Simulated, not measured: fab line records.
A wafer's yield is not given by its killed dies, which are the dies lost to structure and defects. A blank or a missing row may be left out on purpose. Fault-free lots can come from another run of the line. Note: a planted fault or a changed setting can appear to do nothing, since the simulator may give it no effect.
fab line records | flow n5-finfet
record lots=5 wafers=15 last-day=19
route steps=1938 shown SD_EPI_P@302 SD_ACTIVATION@330 ILD0@335 BEOL_M4@1111 PASSIVATION@1936
lots that met no fault: from a run of the same line without faults
start-h: the number of hours between the record's first day and the start of the first shown wafer of the lot | wait-h: hours from the lot's prior step to this one | " unchanged from the row above | L1.1+2: several wafers, shown together as one row | - no value, or no start was given | * or withheld: withheld | < > ~ a bound
route shown NAME@n: a module of which the file shows steps, and the number in the route of the first | usual: average and standard deviation across the fault-free wafers | same: alike in all rows | chamber/n: place in a boat | sites: readings site by site | _std_site: the values' standard deviation | _edge_site: outer sites' mean less inner sites' | radius-mm: how far each site lies from the wafer's centre | mask NAME#n: copy n | behind: the last tool/chamber to shape the wafer | hold: reason for holding the lot/hours on hold/outcome of the hold | device: the n, p or np transistor that did not switch | end of line: the tests these same wafers got at the end of their route | a step without rows: its recipe alone | killed: at the first sort, the dies lost to defects and structure; wafer yield is something else | map: the dies of a wafer, with x for killed, . for not killed, _ for no die there
set.NAME: setting as actually run; set.NAME@STEP: the setting as run at that earlier step | model.NAME: the simulator's own value behind a step, which no gauge read
lots seen at some steps along the route; tables by step, rows by wafer
services: a tool's chamber out of use, with start hour (start-h, from the record's first day; less than 0 if before it), hours out, and reason
## steps
# step N5_SD_EPI_P_DEVELOP_08
# recipe develop-time-s=30 developer=TMAH resist=CAR-ArF-block dev-temp-c=23 rinse-liquid=diw dry=air-spin
# step N5_SD_EPI_P_DESCUM_14
# recipe chemistry=O2 time-s=7.9 source-power-w=50 bias-power-w=20 pressure-mtorr=20 rf-frequency-hz=2.712e+07 temp-c=40 resist=CAR-ArF-block o2-flow-sccm=225
# step N5_SD_EPI_P_ETCH_36
# recipe chemistry=CF4 target=SiARC target-depth-a=455 mask-material=CAR-ArF-block time-s=75.8 ion-energy-ev=80 pressure-mtorr=40 source-w=545 bias-w=36 Ar_flow_sccm=100 cf4-flow-sccm=100 ends=cleared
# step N5_SD_EPI_P_ETCH_37
# recipe chemistry=N2/H2 target=SOC overetch-a=1080 mask-material=SiARC temp-c=40 ion-energy-ev=100 source-w=3000 bias-w=133 pressure-mtorr=20 time-s=486 n2-flow-sccm=200 h2-flow-sccm=200 ends=end-point
# step N5_SD_EPI_P_STRIP_38
# recipe chemistry=N2/H2 temp-c=40 n2-flow-sccm=200 h2-flow-sccm=200 rf-frequency-hz=6e+07
# step N5_SD_EPI_P_ETCHBACK_46
# recipe chemistry=CH3F/O2 mode=anisotropic-etchback target=SiNx target-depth-a=175 stop-on=SiO2 over-etch-frac=0.3 ion-energy-ev=120 pressure-mtorr=30 source-w=395 bias-w=73 Ar_flow_sccm=150 CH3F_flow_sccm=30 O2_flow_sccm=20
# step N5_SD_EPI_P_ETCH_47
# recipe chemistry=CH3F/O2 target=SiOCN target-depth-a=250 mask-material=SOC ion-energy-ev=60 bias-w=29 pressure-mtorr=30 source-w=410 Ar_flow_sccm=150 CH3F_flow_sccm=30 O2_flow_sccm=20
# step N5_SD_EPI_P_ETCH_16
# recipe chemistry=CHF3/O2 target=SiO2 target-depth-a=50 mask-material=SOC pressure-mtorr=30 source-w=650 bias-w=170 Ar_flow_sccm=200 CHF3_flow_sccm=50 O2_flow_sccm=5 ion-energy-ev=200
# step N5_SD_EPI_P_STRIP_50
# recipe chemistry=CHF3/O2 resist=SiARC rf-frequency-hz=6e+07
# step N5_SD_EPI_P_SD_RECESS_17
# recipe chemistry=HBr/Cl2/O2 target-depth-a=391 bt-time-s=3 pressure-mtorr=10 icp-w=800 bias-w=112 HBr_flow_sccm=150 Cl2_flow_sccm=80 O2_flow_sccm=12
# usual HBr_flow_sccm=150.0/0.46 O2_flow_sccm=12.00/0.036 drypump-motor-current-A=5.9/0.4 oes_o_777_au=1.004/0.024 oes-product-au=1.002/0.018 throttle-valve-pct=37.0/0.38
# columns lot.wafer tool chamber start-h wait-h HBr_flow_sccm O2_flow_sccm drypump-motor-current-A oes_o_777_au oes-product-au rf-hours-counter-h throttle-valve-pct
L481.2 rie-si-06 1 72.21 0.0 150.2 12.06 6.1 1.019 1.013 33 36.7
L481.3 " 0 " " 149.4 11.95 5.6 1.019 1.007 88 36.7
L481.4 " 2 " " 150.5 11.97 5.3 0.977 0.976 197 37.1
L487.2 rie-si-06 3 112.92 0.0 - - - - - - -
L487.4 " 1 " " - - - - - - -
L487.6 " 3 " " - - - - - - -
L488.1 rie-si-06 3 119.32 0.0 - - - - - - -
L488.2 " 1 " " - - - - - - -
L488.4 " 0 " " - - - - - - -
L489.1 rie-si-06 1 125.35 0.0 - - - - - - -
L489.2 " 2 " " - - - - - - -
L489.5 " 1 " " - - - - - - -
L500.3 rie-si-03 3 186.74 0.0 149.5 12.01 6.0 1.004 1.011 85 38.0
L500.5 " 0 " " 151.1 12.00 5.4 1.004 1.018 - 37.4
L500.6 " 1 " " 150.1 12.02 6.3 1.056 1.021 - 36.6
# step N5_SD_EPI_P_WET_ETCH_45
# recipe chemistry=dHF dilution=withheld time-s=10.7 target=SiO2 target-depth-a=20 temp-c=25 dry=ipa-marangoni rinse-time-s=30 rinse-temp-c=23
# step N5_SD_EPI_P_STRIP_40
# recipe chemistry=N2/H2 power-w=1000 temp-c=250 h2-frac=0.65 overash-fraction=0.3 pressure-mtorr=withheld n2-flow-sccm=1750 h2-flow-sccm=3250
# step N5_SD_EPI_P_PRECLEAN_52
# recipe chemistry=O3/DIW time-s=60 temp-c=22 o3-ppm=10
# step N5_SD_EPI_P_SRD_20
# recipe dry=ipa-marangoni do-ppb=5 time-s=30 temp-c=23 rinse-liquid=diw
# step N5_SD_EPI_P_PRECLEAN_51
# recipe chemistry=NF3:NH3 afs-cycles=1 temp-c=30 time-s=20 sublimation-temp-c=180 sublimation-time-s=60 pressure-torr=3 rf-power-w=30
# step N5_SD_EPI_P_VAPOR_ETCH_44
# recipe chemistry=NF3/Ar target=SiGe30 temp-c=25 time-s=3.3 mode=isotropic
# step N5_SD_EPI_P_EPI_21
# recipe material=SiGe:B dopant=B temp-c=550 pressure-torr=20 ambient=H2 time-s=355
# step N5_SD_EPI_P_HM_STRIP_48
# recipe chemistry=H3PO4 temp-c=160 material=SiNx target=SiNx target-depth-a=30 overetch-fraction=0.3
# step N5_SD_EPI_P_SRD_49
# recipe dry=ipa-marangoni time-s=30 temp-c=23 rinse-liquid=diw
# step N5_SD_EPI_P_PRECLEAN_24
# recipe chemistry=O3/DIW time-s=45 temp-c=22 o3-ppm=10
# step N5_SD_EPI_P_PRECLEAN_32
# recipe chemistry=dHF time-s=10 dilution=500:1 temp-c=25
# step N5_SD_EPI_P_PRECLEAN_33
# recipe chemistry=SC2 time-s=45 temp-c=35 mix=1:1:50
# step N5_SD_EPI_P_SRD_25
# recipe time-s=30 temp-c=23 rinse-liquid=diw dry=ipa-marangoni
# step N5_SD_ACTIVATION_RTA_00
# recipe temp-c=975 time-s=0 ambient=N2 idle-temp-c=600 ramp-up-c-per-s=150 ramp-down-c-per-s=60 cool-to-c=600
# step N5_SD_ACTIVATION_LSA_01
# recipe temp-c=1080 time-s=0.0008 ambient=N2
# step N5_ILD0_LINER_00
# recipe material=SiNx target-thk-a=40 temp-c=400 ald-precursor-family=SiH2I2 ald-co-reactant=N2/H2-plasma pulse-time-s=1 purge-time-s=2 co-reactant-purge-time-s=2 ald-cycles=80 pressure-torr=2
# step N5_ILD0_FCVD_FILL_01
# recipe material=SiO2_flowable target-thk-a=2000 temp-c=100 pressure-torr=0.8 rf-w=2000 time-s=328.3
# step N5_ILD0_CURE_02
# recipe temp-c=450 time-s=1800 ambient=steam idle-temp-c=400 ramp-up-c-per-min=5 ramp-down-c-per-min=3 densification-p-h2o-torr=640
# step N5_ILD0_CMP_03
# recipe stop-on=SiNx t-overpolish-s=1.9 post-cmp-clean=alkaline-brush down-force-psi=4.1491 platen-rpm=51.796 pad-velocity-m-s=1.0306 target-thk-nm=197.38
# step N5_ILD0_CMP_07
# recipe stop-on=poly-Si material=SiO2_flowable t-overpolish-s=1.18 post-cmp-clean=alkaline-brush down-force-psi=4.1491 platen-rpm=51.796 pad-velocity-m-s=1.0306 target-thk-nm=138.88
# step N5_ILD0_PRECLEAN_10
# recipe chemistry=NF3:NH3 afs-cycles=5 time-s=20 temp-c=30 sublimation-temp-c=180 sublimation-time-s=60 pressure-torr=3 rf-power-w=30
# step N5_ILD0_ALD_15
# recipe material=SiNx target-thk-a=240 temp-c=400 ald-precursor-family=SiH2I2 ald-co-reactant=N2/H2-plasma pulse-time-s=1 ald-cycles=480 purge-time-s=2 co-reactant-purge-time-s=2 pressure-torr=2
# step N5_BEOL_M4_RC_MEAS_101
# usual CJ_P=5.80/0.21 DIBL_N=36.0/1.9 DIBL_P=35.6/2.2 IOFF_N=0.15/0.031 IOFF_P=0.19/0.032 IOFF_P_85C=3.4/0.48 IOFF_P_LIN=0.091/0.012 IOFF_P_LONG=0.000101/6.8e-06 ION_N=668/11 ION_P=455/7.2 REXT_P=100.3/2.6 SS_N=71.5/0.65 SS_P=73.4/0.64 VT_N=251/3.6 VT_P=-253/3.3 VT_P_LVT=-100.2/2.7
# columns lot.wafer tool chamber start-h wait-h CJ_P DIBL_N[mV/V] DIBL_P[mV/V] IOFF_N[nA/um] IOFF_P[nA/um] IOFF_P_85C[nA/um] IOFF_P_LIN[nA/um] IOFF_P_LONG[nA/um] ION_N[uA/um] ION_P[uA/um] REXT_P[ohm.um] SS_N[mV/dec] SS_P[mV/dec] VT_N[mV] VT_P[mV] VT_P_LVT[mV]
L481.2 prober-02 0 226.81 0.2 5.76 38.0 38.6 0.21 0.24 4.1 0.106 9.9e-05 678 460 100.1 72.4 73.2 245 -249 -96.6
L481.3 " 0 " " 5.98 35.6 35.3 0.15 0.19 3.5 0.092 0.000106 671 460 97.8 71.4 72.9 253 -252 -98.6
L481.4 " 0 " " 5.86 37.9 38.4 0.19 0.23 4.0 0.103 0.0001 674 453 101.5 71.7 74.3 247 -251 -97.6
L487.2 prober-02 0 277.37 0.2 1.93 34.3 27.0 0.13 0.02 0.6 0.015 8.2e-05 665 180 148.4 72.5 71.2 252 -303 -151.3
L487.4 " 0 " " 1.97 32.2 25.3 0.11 0.02 0.5 0.014 8.1e-05 653 178 149.4 70.8 71.4 253 -305 -152.5
L487.6 " 0 " " 1.93 34.1 28.5 0.14 0.03 0.6 0.016 8.2e-05 666 181 148.3 71.3 71.9 250 -303 -148.8
L488.1 prober-01 0 288.16 0.0 2.03 35.0 27.4 0.14 0.02 0.6 0.015 8.2e-05 665 180 141.3 71.5 72.2 251 -304 -152.3
L488.2 " 0 " " 2.04 35.0 28.1 0.14 0.03 0.6 0.016 8.1e-05 667 182 139.2 70.5 72.1 249 -301 -149.0
L488.4 " 0 " " 2.09 35.8 28.6 0.16 0.03 0.7 0.016 8.2e-05 677 180 141.0 69.9 72.5 247 -303 -150.3
L489.1 prober-02 0 292.04 0.0 2.02 35.0 25.7 0.13 0.02 0.5 0.013 7.6e-05 653 178 143.2 71.0 71.8 254 -304 -153.4
L489.2 " 0 " " 2.07 36.5 28.2 0.16 0.03 0.6 0.015 7.6e-05 683 182 141.2 71.6 73.2 249 -302 -151.7
L489.5 " 0 " " 2.09 33.8 24.4 0.12 0.02 0.5 0.012 7.6e-05 658 178 144.0 69.9 71.8 251 -306 -154.2
L500.3 prober-02 0 334.02 0.3 5.98 31.3 31.4 0.09 0.12 2.2 0.060 8.8e-05 643 437 101.2 70.9 73.3 258 -261 -107.2
L500.5 " 0 " " 6.06 30.9 31.4 0.09 0.12 2.2 0.060 8.7e-05 644 437 99.3 71.8 72.3 260 -263 -106.6
L500.6 " 0 " " 6.15 33.4 34.2 0.12 0.14 2.5 0.066 9e-05 659 441 100.8 71.5 73.0 257 -262 -105.2
# step N5_PASSIVATION_PROBE_49
# usual defect-limited-yield=91.3/1.4 killed_at_M0_to_M3=34/10 killed_at_M4_up=14/5.5 killed-at-contacts=12/6 killed-at-front-end=40/10 killed-at-other=3.0/2.4 killed-dies=103/17 killed-on-rim=13/4.3 killed-open=68/13 killed-short=34/7.8 sort_bin_5_function=5.1/0.97 sort_bin_6_memory=3.3/0.66 sort_bin_8_speed=0.02/0.12 sort-n-pass=1077/17 sort-yield-pct=91.2/1.4
# same gross-dies=1180 killed-at-back-side=0 sort_bin_4_leakage[%]=0
# columns lot.wafer tool chamber start-h wait-h defect-limited-yield[%] killed_at_M0_to_M3 killed_at_M4_up killed-at-contacts killed-at-front-end killed-at-other killed-dies killed-on-rim killed-open killed-short sort_bin_5_function[%] sort_bin_6_memory[%] sort_bin_8_speed[%] sort-n-pass sort-yield-pct[%]
L481.2 prober-02 - 323.41 0.5 88.3 49 10 9 65 5 138 16 75 61 6.4 4.6 0 1042 88.3
L481.3 prober-02 - 323.46 0.5 90.8 45 18 7 36 2 108 12 65 40 5.1 3.8 0 1072 90.8
L481.4 prober-02 - 323.51 0.6 89.2 51 14 3 57 2 127 12 86 40 5.7 4.5 0 1053 89.2
L487.2 prober-02 - 378.52 0.1 93.5 21 16 12 27 1 77 11 47 24 4.1 1.7 93.47 0 0
L487.4 prober-02 - 378.62 0.2 92.7 22 17 11 32 4 86 9 66 18 4.3 2.9 92.71 0 0
L487.6 prober-02 - 378.72 0.3 93.6 20 18 5 31 2 76 9 44 25 3.4 2.4 93.56 0 0
L488.1 prober-01 - 397.34 0.0 91.9 27 11 5 45 8 96 16 59 37 4.4 3.6 91.86 0 0
L488.2 prober-01 - 397.39 0.1 90.7 26 21 14 46 3 110 15 77 28 6.1 2.9 90.68 0 0
L488.4 prober-01 - 397.49 0.2 91.3 32 26 4 39 2 103 12 67 35 5.3 3.2 91.27 0 0
L489.1 prober-01 - 399.57 0.0 91.4 30 14 20 37 0 101 16 64 36 4.7 3.7 91.44 0 0
L489.2 prober-01 - 399.62 0.1 90.4 32 17 14 49 1 113 16 78 34 5.0 4.2 90.42 0 0
L489.5 prober-01 - 399.77 0.2 92.4 17 14 20 37 2 90 13 56 32 4.8 2.6 92.37 0 0
L500.3 prober-01 - 454.39 0.1 92.5 29 20 9 29 2 89 9 52 36 4.7 2.8 0.51 1085 91.9
L500.5 prober-01 - 454.49 0.2 92.9 32 13 4 34 1 84 7 44 40 4.3 2.5 1.36 1080 91.5
L500.6 prober-01 - 454.54 0.3 91.2 24 28 6 40 6 104 14 71 32 5.2 3.5 0.17 1074 91.0
# killed by level:class
L481.2 GATE_CUT:geometric-particle:short=21 FIN_SAQP:geometric-particle:open=17 BEOL_M1:geometric-particle:open=9 BEOL_M2:geometric-particle:open=9 FIN_SAQP:geometric-particle:short=8 MOL_CONTACT_COAG:geometric-particle:open=8 BEOL_M0:geometric-particle:short=7 BEOL_M3:geometric-particle:open=7
L481.3 GATE_CUT:geometric-particle:open=9 BEOL_M0_SAQP:geometric-particle:open=8 BEOL_M1:geometric-particle:open=8 BEOL_M4:geometric-particle:open=7 FIN_SAQP:geometric-particle:open=6 GATE_CUT:geometric-particle:short=6 BEOL_M2:geometric-particle:open=6 BEOL_M0_SAQP:geometric-particle:short=6
L481.4 STI_FIN_REVEAL:geometric-particle:open=20 FIN_SAQP:geometric-particle:short=12 BEOL_M1:geometric-particle:open=11 BEOL_M0_SAQP:geometric-particle:short=10 BEOL_M3:geometric-particle:open=9 BEOL_M0_SAQP:geometric-particle:open=8 GATE_CUT:geometric-particle:short=6 BEOL_M2:geometric-particle:open=6
L487.2 STI_FIN_REVEAL:geometric-particle:open=8 MOL_CONTACT_COAG:geometric-particle:open=7 BEOL_M4:geometric-particle:open=6 MOL_CONTACT_COAG:geometric-particle:short=5 DUMMY_GATE:geometric-particle:open=4 BEOL_M0_SAQP:geometric-particle:short=4 BEOL_M0_SAQP:geometric-particle:open=4 BEOL_M2:geometric-particle:short=4
L487.4 BEOL_M2:geometric-particle:open=12 STI_FIN_REVEAL:geometric-particle:open=10 MOL_CONTACT_COAG:geometric-particle:open=10 ILD0:geometric-particle:open=4 ILD0:geometric-particle:short=3 GATE_CUT:geometric-particle:open=3 BEOL_M4:geometric-particle:open=3 BEOL_M6:geometric-particle:open=3
L487.6 BEOL_M4:geometric-particle:open=8 GATE_CUT:geometric-particle:short=5 MOL_CONTACT_COAG:geometric-particle:open=5 BEOL_M2:geometric-particle:open=5 HKMG_FIN:area-etch=5 FIN_SAQP:geometric-particle:open=3 GATE_CUT:geometric-particle:open=3 BEOL_M0_SAQP:geometric-particle:short=3
L488.1 FIN_SAQP:geometric-particle:short=11 STI_FIN_REVEAL:geometric-particle:open=6 GATE_CUT:geometric-particle:open=6 BEOL_M0_SAQP:geometric-particle:short=6 BEOL_M1:geometric-particle:open=6 BEOL_M4:geometric-particle:open=6 GATE_CUT:geometric-particle:short=5 STARTING-WAFER:geometric-particle:open=5
L488.2 FIN_SAQP:geometric-particle:open=16 MOL_CONTACT_COAG:geometric-particle:open=14 BEOL_M4:geometric-particle:open=9 BEOL_M3:geometric-particle:open=8 FIN_SAQP:geometric-particle:short=6 DUMMY_GATE:geometric-particle:open=6 STI_FIN_REVEAL:geometric-particle:short=5 STI_FIN_REVEAL:geometric-particle:open=5
L488.4 BEOL_M4:geometric-particle:open=13 STI_FIN_REVEAL:geometric-particle:open=10 BEOL_M0_SAQP:geometric-particle:open=7 BEOL_M3:geometric-particle:open=7 GATE_CUT:geometric-particle:short=6 BEOL_M0_SAQP:geometric-particle:short=5 DUMMY_GATE:geometric-particle:open=4 BEOL_M1:geometric-particle:open=4
L489.1 MOL_CONTACT_COAG:geometric-particle:open=16 STI_FIN_REVEAL:geometric-particle:open=10 BEOL_M0_SAQP:geometric-particle:short=8 FIN_SAQP:geometric-particle:short=7 BEOL_M1:geometric-particle:open=6 DUMMY_GATE:geometric-particle:open=5 BEOL_M0_SAQP:geometric-particle:open=5 BEOL_M3:geometric-particle:open=4
L489.2 STI_FIN_REVEAL:geometric-particle:open=14 FIN_SAQP:geometric-particle:open=12 MOL_CONTACT_COAG:geometric-particle:open=11 FIN_SAQP:geometric-particle:short=7 BEOL_M1:geometric-particle:open=7 BEOL_M0_SAQP:geometric-particle:short=6 BEOL_M4:geometric-particle:open=6 BEOL_M3:geometric-particle:short=5
L489.5 STI_FIN_REVEAL:geometric-particle:open=14 MOL_CONTACT_COAG:geometric-particle:open=14 FIN_SAQP:geometric-particle:short=6 MOL_CONTACT_COAG:geometric-particle:short=6 BEOL_M3:geometric-particle:open=6 STI_FIN_REVEAL:geometric-particle:short=4 BEOL_M0_SAQP:geometric-particle:short=4 BEOL_M3:geometric-particle:short=4
L500.3 BEOL_M0_SAQP:geometric-particle:short=9 MOL_CONTACT_COAG:geometric-particle:open=8 BEOL_M4:geometric-particle:open=8 FIN_SAQP:geometric-particle:short=7 BEOL_M2:geometric-particle:open=7 BEOL_M0_SAQP:geometric-particle:open=6 BEOL_M3:geometric-particle:open=4 BEOL_M4:geometric-particle:short=4
L500.5 BEOL_M0_SAQP:geometric-particle:open=7 BEOL_M0_SAQP:geometric-particle:short=7 FIN_SAQP:geometric-particle:open=5 STARTING-WAFER:geometric-particle:short=5 FIN_SAQP:geometric-particle:short=4 BEOL_M1:geometric-particle:open=4 DUMMY_GATE:geometric-particle:open=4 GATE_CUT:geometric-particle:short=4
L500.6 FIN_SAQP:geometric-particle:short=9 BEOL_M4:geometric-particle:open=9 ILD0:geometric-particle:open=7 STI_FIN_REVEAL:geometric-particle:open=6 BEOL_M0_SAQP:geometric-particle:open=6 BEOL_M2:geometric-particle:open=6 DUMMY_GATE:geometric-particle:open=5 MOL_CONTACT_COAG:geometric-particle:open=5
# map L487.4 (x killed, . not)
_________________.......x....________________
______________.................._____________
___________........................__________
__________........x........x.....x.._________
________......x......................._______
_______...x..............x....x........______
______............x....................._____
_____.x....x..........x......x...........____
____................x............xx.......___
___....................................x...__
___........x....x.............x...x..x.....__
__........x.................x.............xx_
__..........x.....x....x..x....x.x.........._
_.............x.x..x............x.x..........
_..x.................................x.......
_.............x....................x.........
_.........x..............................x...
_...x.....x..................................
_...........x..............x.......x.........
_...........x...........xx...........x.......
_..x............x.x......x.................x.
__.......x........x..........x.............._
__....x.................................x..._
___................x..x......x.............__
___....x.x..x.x.........................x..__
____...............x.............x........___
_____......................x......x......____
______......xx...................x......_____
_______.............x...x..............______
________....x................x..x....._______
__________x........................._________
___________x.......................__________
______________...............x.._____________
_________________........x...________________
# map L488.2 (x killed, . not)
_________________..........x.________________
______________.x......x....x...._____________
___________..................xx....__________
__________.x.x................xx...._________
________.....................x....xx.._______
_______....................x...........______
______...............x.................._____
_____................x..............x..x.____
____...x....x..................x..........___
___........................x...............__
___...........x...x...........x.......x...x__
__...x.............x........................_
__..x.................................xx...._
_.......x.....x....x.x.x...x.......xx........
_.......x.............x...........x......x..x
_........x..........x..x....x......x.........
_...x...........x.....x...........x.x........
_.....x.....xx..................x..x.........
_....x.x..........................x..x.......
_.....x...xx.............................x..x
_...........................................x
__...x..x....x......x...x................x.._
__.......x.....x...x........................_
___...xx...................................__
___.......x..x.x......x.....x........x.....__
____......................................___
_____x............x...................x..____
______.................................._____
_______x..x....x.................x.....______
________.x....x.........x....x........_______
__________.x.x.....x.x..x...x...x..._________
___________.........x.......x......__________
______________......x..........._____________
_________________.x........x.________________
## services
# columns tool chamber start-h hours kind
rie-si-06 2 107.15 - clean
rie-si-06 2 107.15 15.1 scheduled-down
rie-si-06 2 107.15 15.1 vent-cycle
rie-si-03 1 129.82 11.1 repair
rie-si-03 - 131.25 1.3 repair
rie-si-06 3 144.74 - clean
rie-si-06 3 144.74 22.5 scheduled-down
rie-si-06 3 144.74 22.5 vent-cycle
rie-si-03 3 155.78 5.0 repair
rie-si-06 - 170.33 2.8 pm
## key
first-sign step=N5_SD_EPI_P_SD_RECESS_17 reading=tool-record direction=missing
effect step=N5_BEOL_M4_RC_MEAS_101 reading=ION_P direction=down sigmas=38 usual=455 struck=180
effect step=N5_BEOL_M4_RC_MEAS_101 reading=VT_P_LVT direction=down sigmas=19 usual=-100.2 struck=-151.5
effect step=N5_BEOL_M4_RC_MEAS_101 reading=CJ_P direction=down sigmas=18 usual=5.80 struck=2.02
effect step=N5_BEOL_M4_RC_MEAS_101 reading=REXT_P direction=up sigmas=17 usual=100.3 struck=144.0
effect step=N5_BEOL_M4_RC_MEAS_101 reading=VT_P direction=down sigmas=16 usual=-253 struck=-303
effect step=N5_BEOL_M4_RC_MEAS_101 reading=IOFF_P_LIN direction=down sigmas=6.5 usual=0.091 struck=0.015
effect step=N5_BEOL_M4_RC_MEAS_101 reading=IOFF_P_85C direction=down sigmas=5.7 usual=3.4 struck=0.6
effect step=N5_BEOL_M4_RC_MEAS_101 reading=IOFF_P direction=down sigmas=5.2 usual=0.19 struck=0.02
effect step=N5_BEOL_M4_RC_MEAS_101 reading=DIBL_P direction=down sigmas=3.8 usual=35.6 struck=27.0
effect step=N5_BEOL_M4_RC_MEAS_101 reading=IOFF_P_LONG direction=down sigmas=3.1 usual=0.000101 struck=8e-05
effect step=N5_BEOL_M4_RC_MEAS_101 reading=SS_P direction=down sigmas=2.1 usual=73.4 struck=72.0 wafers-moved=3
effect step=N5_PASSIVATION_PROBE_49 reading=sort_bin_8_speed direction=up sigmas=99+ usual=0.02 struck=91.98
met-at N5_SD_EPI_P_SD_RECESS_17
struck-wafers L487.2,L487.4,L487.6,L488.1,L488.2,L488.4,L489.1,L489.2,L489.5
onset-between 72.21 112.92
fault kind=skipped-step-whole tool=rie-si-06 chamber=- onset-h=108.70 steps=N5_SD_EPI_P_SD_RECESS_17 scope=struck-lots-only
